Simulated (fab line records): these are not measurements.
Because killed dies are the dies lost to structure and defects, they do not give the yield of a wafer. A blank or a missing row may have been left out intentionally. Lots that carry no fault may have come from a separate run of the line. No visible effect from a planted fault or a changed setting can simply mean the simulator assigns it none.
fab line records	flow n5-finfet
[record] lots = 6	wafers = 18	last-day = 17
route steps=1938 shown BEOL_M11@1581 PASSIVATION@1936
lots with no fault: from the same line, run without faults
start-h: hours from the record's opening day to when the first of the lot's shown wafers began	wait-h: hours from the lot's prior step to this one	" unchanged from the row above	L1.1+2: a row that stands for several wafers	- either no value or no given start	* or withheld: withheld	< > ~ a bound
route shown NAME@n: names a module that has steps shown in the file, with the first one's number in the route	usual: the fault-free wafers' mean and standard deviation	same: alike in all rows	chamber/n: place in a boat	sites: readings site by site	_std_site: standard deviation of those values	_edge_site: the outer-site mean with the inner-site mean subtracted	radius-mm: for every site, how far away it sits from the centre of the wafer	mask NAME#n: copy n	behind: tool/chamber where the wafer was last shaped	hold: the reason the lot was held/the length of the hold in hours/how it ended	device: names the non-switching transistor (n, p or np)	end of line: the same wafers' tests at the end of the route	a step without rows: its recipe alone	killed: the dies lost at the first sort to structure and to defects; this is not the yield of the wafer	map: the dies of a wafer, with x for killed, . for not killed, _ for no die there
set.NAME: setting as actually run; set.NAME@STEP: the setting as run at that earlier step	model.NAME: the simulator's own value behind a step, which no gauge read
lots seen at some steps along the route; tables by step, rows by wafer
services: the hour from which a tool's chamber was out of use, counted from the record's first day as start-h (under 0 if before that day), plus the number of hours and why
[[steps]]
[step N5_BEOL_M11_OCD_MEAS_38]
[usual] trench-depth-nm = 148.3/2.4
lot.wafer	tool	chamber	start-h	wait-h	trench-depth-nm
L507.1	ocd-02	-	221.87	-	147.6
L507.4	"	-	"	"	146.1
L507.6	"	-	"	"	147.4
L514.3	ocd-01	-	280.79	-	152.2
L514.4	"	-	"	"	151.9
L514.6	"	-	"	"	152.2
L521.2	ocd-02	-	326.67	-	147.4
L521.4	"	-	"	"	145.8
L521.6	"	-	"	"	148.5
L522.1	ocd-02	-	327.47	-	146.4
L522.2	"	-	"	"	147.6
L522.4	"	-	"	"	151.6
L524.3	ocd-01	-	342.66	-	150.4
L524.5	"	-	"	"	152.3
L524.6	"	-	"	"	147.1
L526.2	ocd-02	-	351.84	-	149.7
L526.4	"	-	"	"	147.2
L526.5	"	-	"	"	148.2
[step N5_BEOL_M11_HM_STRIP_39]
[recipe] chemistry = peroxide-tin-strip	material = TiN	target-depth-a = 250	temp-c = 50	time-s = 158
[step N5_BEOL_M11_SRD_40]
[recipe] time-s = 30	temp-c = 23	rinse-liquid = diw	dry = ipa-marangoni
[step N5_BEOL_M11_PRECLEAN_42]
[recipe] chemistry = residue-remover	time-s = 60	temp-c = 40
[step N5_BEOL_M11_SRD_43]
[recipe] time-s = 30	temp-c = 23	rinse-liquid = diw	dry = ipa-marangoni
[step N5_BEOL_M11_CD_MEAS_35]
[recipe] target-cd-nm = 70	polarity = opening
[usual] cd-nm = 70.0/0.52
lot.wafer	tool	chamber	start-h	wait-h	cd-nm
L507.1	cd-sem-02	-	222.02	0.0	69.3
L507.4	"	-	"	"	70.6
L507.6	"	-	"	"	70.8
L514.3	cd-sem-02	-	280.94	0.0	69.8
L514.4	"	-	"	"	70.0
L514.6	"	-	"	"	69.4
L521.2	cd-sem-02	-	326.82	0.0	70.1
L521.4	"	-	"	"	70.5
L521.6	"	-	"	"	70.4
L522.1	cd-sem-02	-	327.62	0.0	69.7
L522.2	"	-	"	"	68.9
L522.4	"	-	"	"	70.2
L524.3	cd-sem-02	-	342.82	0.0	69.7
L524.5	"	-	"	"	69.5
L524.6	"	-	"	"	68.9
L526.2	cd-sem-01	-	352.00	0.0	69.4
L526.4	"	-	"	"	69.8
L526.5	"	-	"	"	70.2
[step N5_BEOL_M11_CURE_72]
[recipe] temp-c = 370	time-s = 120	ambient = DMADMS/He	material = SiCOH_lowk
[usual] lamp-power-pct = 52.31/0.055	wafer_temp_C_max = 371.7/0.64
lot.wafer	tool	chamber	start-h	wait-h	lamp-power-pct	wafer_temp_C_max
L507.1	uv-cure-01	0	222.06	0.0	52.27	371.5
L507.4	"	0	"	"	52.22	371.4
L507.6	"	0	"	"	52.29	371.1
L514.3	uv-cure-01	2	281.08	0.1	52.31	372.4
L514.4	"	2	"	"	52.19	372.5
L514.6	"	2	"	"	52.27	372.1
L521.2	uv-cure-03	1	326.91	0.1	52.25	373.1
L521.4	"	1	"	"	52.30	373.8
L521.6	"	1	"	"	52.25	372.4
L522.1	uv-cure-01	1	327.66	0.0	52.35	371.3
L522.2	"	1	"	"	52.16	371.0
L522.4	"	1	"	"	52.31	371.2
L524.3	uv-cure-03	0	342.96	0.1	52.30	371.1
L524.5	"	0	"	"	52.32	371.8
L524.6	"	0	"	"	52.32	371.2
L526.2	uv-cure-02	0	352.34	0.3	52.28	372.1
L526.4	"	0	"	"	52.36	371.5
L526.5	"	0	"	"	52.33	372.2
[step N5_BEOL_M11_DEGAS_44]
[recipe] ambient = vacuum	temp-c = 250	time-s = 60
[usual] heater-power-w = 336/36
lot.wafer	tool	chamber	start-h	wait-h	heater-power-w
L507.1	pvd-sputter-02	-	222.96	0.8	351
L507.4	"	-	"	"	355
L507.6	"	-	"	"	351
L514.3	pvd-sputter-01	-	281.50	0.4	315
L514.4	"	-	"	"	368
L514.6	"	-	"	"	305
L521.2	pvd-sputter-03	-	327.23	0.3	383
L521.4	"	-	"	"	358
L521.6	"	-	"	"	353
L522.1	pvd-sputter-01	-	331.31	3.6	300
L522.2	"	-	"	"	290
L522.4	"	-	"	"	308
L524.3	pvd-sputter-03	-	343.22	0.2	278
L524.5	"	-	"	"	350
L524.6	"	-	"	"	277
L526.2	pvd-sputter-01	-	352.95	0.6	308
L526.4	"	-	"	"	288
L526.5	"	-	"	"	379
[step N5_BEOL_M11_PRE_CLEAN_45]
[recipe] gas = H2/He	time-s = 30	temp-c = 250
[usual] heater-power-w = 336/37
lot.wafer	tool	chamber	start-h	wait-h	heater-power-w
L507.1	pvd-sputter-02	-	223.00	0.0	352
L507.4	"	-	"	"	337
L507.6	"	-	"	"	355
L514.3	pvd-sputter-01	-	281.54	0.0	317
L514.4	"	-	"	"	378
L514.6	"	-	"	"	302
L521.2	pvd-sputter-03	-	327.27	0.0	378
L521.4	"	-	"	"	361
L521.6	"	-	"	"	364
L522.1	pvd-sputter-01	-	331.35	0.0	316
L522.2	"	-	"	"	281
L522.4	"	-	"	"	306
L524.3	pvd-sputter-03	-	343.26	0.0	269
L524.5	"	-	"	"	356
L524.6	"	-	"	"	268
L526.2	pvd-sputter-01	-	352.99	0.0	309
L526.4	"	-	"	"	285
L526.5	"	-	"	"	376
[step N5_BEOL_M11_ALD_74]
[recipe] material = TaN	target-thk-a = 20	temp-c = 275	ald-precursor-family = PDMAT	ald-co-reactant = NH3	pressure-torr = 3	carrier-flow-sccm = 1500	pulse-time-s = 2	purge-time-s = 3	co-reactant-purge-time-s = 2	co-reactant-pulse-time-s = 3	ald-cycles = 40	precursor-vessel-temp-c = 75	precursor-vessel-pressure-torr = 26.25	precursor-vessel-carrier-sccm = 1000
[usual] chamber-pressure-Torr = 3.001/0.0074	heater-power-w = 455/53
lot.wafer	tool	chamber	start-h	wait-h	chamber-pressure-Torr	heater-power-w
L507.1	ald-metal-03	2	223.08	0.1	2.991	408
L507.4	"	3	"	"	3.001	444
L507.6	"	0	"	"	3.007	514
L514.3	ald-metal-02	1	281.60	0.0	3.002	407
L514.4	"	0	"	"	3.008	472
L514.6	"	2	"	"	3.004	524
L521.2	ald-metal-03	1	327.33	0.0	3.006	401
L521.4	"	0	"	"	2.990	498
L521.6	"	2	"	"	3.001	415
L522.1	ald-metal-03	0	331.41	0.0	3.003	513
L522.2	"	1	"	"	3.017	408
L522.4	"	3	"	"	2.999	470
L524.3	ald-metal-02	1	343.32	0.0	2.998	408
L524.5	"	3	"	"	2.991	563
L524.6	"	0	"	"	2.994	498
L526.2	ald-metal-03	1	353.07	0.1	3.008	404
L526.4	"	0	"	"	3.008	497
L526.5	"	0	"	"	2.998	507
[step N5_BEOL_M11_SURFACE_TREAT_76]
[recipe] gas = Ar	time-s = *	ion-energy-ev = *	ion-current-ma-cm2 = 0.5	pressure-mtorr = *	ar-flow-sccm = 30
[usual] ar-flow-sccm = 29.99/0.1	throttle-valve-pct = *
lot.wafer	tool	chamber	start-h	wait-h	ar-flow-sccm	throttle-valve-pct
L507.1	pvd-sputter-02	-	223.48	0.3	29.92	*
L507.4	"	-	"	"	30.02	*
L507.6	"	-	"	"	30.06	*
L514.3	pvd-sputter-02	-	282.78	1.0	30.15	*
L514.4	"	-	"	"	29.89	*
L514.6	"	-	"	"	30.03	*
L521.2	pvd-sputter-03	-	327.65	0.2	29.92	*
L521.4	"	-	"	"	30.14	*
L521.6	"	-	"	"	30.06	*
L522.1	pvd-sputter-02	-	331.70	0.2	29.92	*
L522.2	"	-	"	"	29.96	*
L522.4	"	-	"	"	29.94	*
L524.3	pvd-sputter-03	-	343.70	0.2	29.94	*
L524.5	"	-	"	"	30.10	*
L524.6	"	-	"	"	30.09	*
L526.2	pvd-sputter-01	-	353.45	0.2	29.93	*
L526.4	"	-	"	"	29.96	*
L526.5	"	-	"	"	29.98	*
[step N5_BEOL_M11_CVD_75]
[recipe] material = Co	target-thk-a = 20	temp-c = withheld	precursor = CCTBA/H2	pressure-torr = 30	time-s = 138.9
[step N5_BEOL_M11_SPUTTER_48]
[recipe] material = Cu	target-thk-a = 120	temp-c = -20	bias-v = 60	power-w = 26000	chamber-pressure-pa = 0.13	time-s = 2
[usual] cathode-dc-power-W = 26000/4.4	chamber-pressure-pa = 0.13/0.0003	throttle-valve-pct = 29.4/0.96
lot.wafer	tool	chamber	start-h	wait-h	cathode-dc-power-W	chamber-pressure-pa	throttle-valve-pct
L507.1	pvd-sputter-02	-	223.70	0.1	26002	0.12997	29.8
L507.4	"	-	"	"	26006	0.13001	30.1
L507.6	"	-	"	"	26012	0.1302	30.0
L514.3	pvd-sputter-02	-	283.02	0.1	26003	0.12953	28.6
L514.4	"	-	"	"	25997	0.13003	27.8
L514.6	"	-	"	"	26000	0.12997	30.1
L521.2	pvd-sputter-02	-	329.48	1.5	20577	0.12916	30.2
L521.4	"	-	"	"	20579	0.12996	27.8
L521.6	"	-	"	"	20582	0.12992	28.8
L522.1	pvd-sputter-01	-	331.91	0.1	25993	0.12986	30.2
L522.2	"	-	"	"	26001	0.12952	29.3
L522.4	"	-	"	"	25995	0.13004	28.6
L524.3	pvd-sputter-02	-	343.91	0.1	20580	0.12983	28.8
L524.5	"	-	"	"	20574	0.13006	28.6
L524.6	"	-	"	"	20574	0.13045	29.7
L526.2	pvd-sputter-01	-	353.75	0.2	26003	0.12975	28.5
L526.4	"	-	"	"	26003	0.12944	30.0
L526.5	"	-	"	"	26006	0.12985	30.2
[step N5_BEOL_M11_ECD_50]
[recipe] material = Cu	target-thk-a = 3180
[step N5_PASSIVATION_PROBE_49]
[usual] defect-limited-yield = 90.9/1.3	killed_at_M0_to_M3 = 35/10	killed_at_M4_up = 15/5.7	killed-at-contacts = 14/6.4	killed-at-front-end = 40/11	killed-at-other = 4/3.1	killed-dies = 108/16	killed-open = 71/11	killed-short = 34/7.7	sort_bin_5_function = 5.4/0.9	sort_bin_6_memory = 3.4/0.61	sort-n-pass = 1072/16	sort-yield-pct = 90.9/1.3
[same] gross-dies = 1180	killed-at-back-side = 0	sort_bin_4_leakage[%] = 0	sort_bin_8_speed[%] = 0
lot.wafer	tool	chamber	start-h	wait-h	defect-limited-yield[%]	killed_at_M0_to_M3	killed_at_M4_up	killed-at-contacts	killed-at-front-end	killed-at-other	killed-dies	killed-open	killed-short	sort_bin_5_function[%]	sort_bin_6_memory[%]	sort-n-pass	sort-yield-pct[%]
L521.2	prober-02	-	373.13	0.1	91.4	27	19	15	35	5	101	73	25	4.9	3.3	1079	91.4
L521.4	prober-02	-	373.23	0.2	90.8	19	18	23	46	2	108	71	27	4.7	3.9	1072	90.8
L521.6	prober-02	-	373.33	0.3	92.1	32	18	11	28	4	93	54	33	4.4	3.4	1087	92.1
L522.1	prober-01	-	375.05	0.0	93.5	42	4	9	20	2	77	56	18	3.5	2.7	1103	93.5
L522.2	prober-01	-	375.10	0.1	91.9	34	12	5	41	3	95	62	31	4.6	2.9	1085	91.9
L522.4	prober-01	-	375.20	0.2	92.7	34	8	10	32	2	86	61	24	4.2	3.1	1094	92.7
L524.3	prober-01	-	390.01	0.1	90.3	43	18	24	25	4	114	73	34	6.4	3.1	1066	90.3
L524.5	prober-01	-	390.11	0.2	92.2	23	19	18	29	3	92	51	37	4.7	2.4	1088	92.2
L524.6	prober-01	-	390.16	0.3	90.5	26	21	25	31	9	112	72	33	5.8	3.5	1068	90.5
// killed by level:class
L521.2 BEOL_M4:geometric-particle:open=11 MOL_CONTACT_COAG:geometric-particle:open=11 STI_FIN_REVEAL:geometric-particle:open=10 BEOL_M2:geometric-particle:open=7 BEOL_M0_SAQP:geometric-particle:open=6 MOL_CONTACT_COAG:geometric-particle:short=4 BEOL_M1:geometric-particle:open=4 BEOL_M3:geometric-particle:open=4
L521.4 MOL_CONTACT_COAG:geometric-particle:open=21 STI_FIN_REVEAL:geometric-particle:open=12 FIN_SAQP:geometric-particle:short=7 ILD0:geometric-particle:open=6 BEOL_M2:geometric-particle:open=6 ILD0:geometric-particle:short=5 BEOL_M1:geometric-particle:open=5 BEOL_M11:interface-void-opened=5
L521.6 MOL_CONTACT_COAG:geometric-particle:open=9 BEOL_M1:geometric-particle:open=9 BEOL_M0_SAQP:geometric-particle:short=8 FIN_SAQP:geometric-particle:short=5 BEOL_M0_SAQP:geometric-particle:open=5 BEOL_M11:interface-void-opened=5 GATE_CUT:geometric-particle:short=4 BEOL_M2:geometric-particle:open=4
L522.1 BEOL_M3:geometric-particle:open=15 BEOL_M2:geometric-particle:open=10 BEOL_M1:geometric-particle:open=8 MOL_CONTACT_COAG:geometric-particle:open=5 MOL_CONTACT_COAG:geometric-particle:short=3 STARTING-WAFER:geometric-particle:short=3 STARTING-WAFER:geometric-particle:open=3 FIN_SAQP:geometric-particle:open=2
L522.2 DUMMY_GATE:geometric-particle:open=8 BEOL_M3:geometric-particle:open=8 STI_FIN_REVEAL:geometric-particle:open=7 BEOL_M0_SAQP:geometric-particle:open=7 BEOL_M0_SAQP:geometric-particle:short=7 FIN_SAQP:geometric-particle:open=6 MOL_CONTACT_COAG:geometric-particle:open=5 FIN_SAQP:geometric-particle:short=4
L522.4 BEOL_M3:geometric-particle:open=10 DUMMY_GATE:geometric-particle:open=9 MOL_CONTACT_COAG:geometric-particle:open=7 BEOL_M1:geometric-particle:open=7 BEOL_M0_SAQP:geometric-particle:open=6 FIN_SAQP:geometric-particle:open=5 FIN_SAQP:geometric-particle:short=4 STI_FIN_REVEAL:geometric-particle:open=4
L524.3 MOL_CONTACT_COAG:geometric-particle:open=21 BEOL_M0_SAQP:geometric-particle:open=10 BEOL_M0_SAQP:geometric-particle:short=8 BEOL_M2:geometric-particle:open=7 BEOL_M11:interface-void-opened=6 BEOL_M3:geometric-particle:open=5 BEOL_M5:geometric-particle:open=5 FIN_SAQP:geometric-particle:short=4
L524.5 MOL_CONTACT_COAG:geometric-particle:open=15 FIN_SAQP:geometric-particle:open=7 BEOL_M4:geometric-particle:short=7 BEOL_M2:geometric-particle:open=6 BEOL_M0_SAQP:geometric-particle:short=6 FIN_SAQP:geometric-particle:short=5 ILD0:geometric-particle:short=4 STARTING-WAFER:geometric-particle:short=4
L524.6 MOL_CONTACT_COAG:geometric-particle:open=19 FIN_SAQP:geometric-particle:short=10 MOL_CONTACT_COAG:geometric-particle:short=6 BEOL_M3:geometric-particle:open=6 BEOL_M4:geometric-particle:open=6 BEOL_M11:interface-void-opened=6 FIN_SAQP:geometric-particle:open=5 BEOL_M0_SAQP:geometric-particle:short=5
[[services]]
tool	chamber	start-h	hours	kind
uv-cure-02	-	219.28	0.4	repair
uv-cure-03	-	223.90	1.0	pm
uv-cure-03	-	224.90	14.6	pm
uv-cure-02	-	229.93	6.0	pm
uv-cure-01	-	249.01	2.5	repair
uv-cure-03	-	258.60	0.5	repair
uv-cure-01	-	266.11	6.0	pm
ald-metal-03	1	268.49	1.4	repair
ald-metal-03	-	295.89	8.7	pm
uv-cure-03	-	331.88	0.3	repair
ald-metal-02	0	333.39	4.7	repair
[[key]]
[first-sign] step = N5_BEOL_M11_SPUTTER_48	reading = cathode-dc-power-W	direction = down	sigmas = 99+	usual = *	struck = *
effect none on later readings
met-at N5_BEOL_M11_SPUTTER_48
struck-wafers L521.2,L521.4,L521.6,L524.3,L524.5,L524.6
onset-between 283.02 329.48
[fault] kind = process-parameter-drift	tool = pvd-sputter-02	chamber = -	onset-h = 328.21	steps = N5_BEOL_M11_SPUTTER_48	channel = power-w	offset = *	shape = step	end-h = 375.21	acts-in = *	stated = *
